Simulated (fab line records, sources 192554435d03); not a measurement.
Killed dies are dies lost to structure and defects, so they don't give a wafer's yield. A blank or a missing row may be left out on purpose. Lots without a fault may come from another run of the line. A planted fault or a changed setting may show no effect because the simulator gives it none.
Chamber matching | flow n5_finfet | N5_BEOL_M0_SAQP_HM_OPEN_112 on rie_diel-03: 4 sister chambers
The step chemistry CHF3/O2, target SiO2, stops on a-Si, target depth 12 nm, time 13.5 s. 4 wafers are shown with their chamber, then 10 later ones without.

WAFERS WITH THEIR CHAMBER
wafer  | chamber | rf_vpp_V (V)
L077.6 | 1       | 542
L089.2 | 2       | 537
L090.1 | 0       | 535
L090.3 | 3       | 487

WAFERS WITHOUT THEIR CHAMBER
wafer  | rf_vpp_V (V)
L090.5 | 541
L095.1 | 540
L095.2 | 534
L095.4 | 535
L096.4 | 533
L096.5 | 542
L096.6 | 534
L097.2 | 532
L097.4 | 541
L097.5 | 535

WHICH CHAMBER EACH WENT THROUGH
wafer  | from the rows above     | in truth
L090.5 | 1                       | 1
L095.1 | can't be placed: 1 or 2 | 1
L095.2 | can't be placed: 0 or 2 | 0
L095.4 | can't be placed: 0 or 2 | 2
L096.4 | can't be placed: 0 or 2 | 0
L096.5 | 1                       | 1
L096.6 | can't be placed: 0 or 2 | 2
L097.2 | can't be placed: 0 or 2 | 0
L097.4 | 1                       | 1
L097.5 | can't be placed: 0 or 2 | 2
Placed correctly: 3 of 10. Can't be placed from these rows: 7 (the true chamber is among the candidates in 7). Placed wrongly: 0.
How it was worked out, from the rows above alone: a wafer's distance from a chamber is the root of the sum, over the readings, of the square of ((its reading less the chamber's mean) divided by the reading's scatter). The wafer belongs to the nearest chamber; if the next one is less than 2 further off, it can't be placed. A chamber's mean is the mean of its shown wafers. The scatter: with one shown wafer a chamber, the root of the mean of the squares of how far each hidden wafer lies from its nearest shown one.
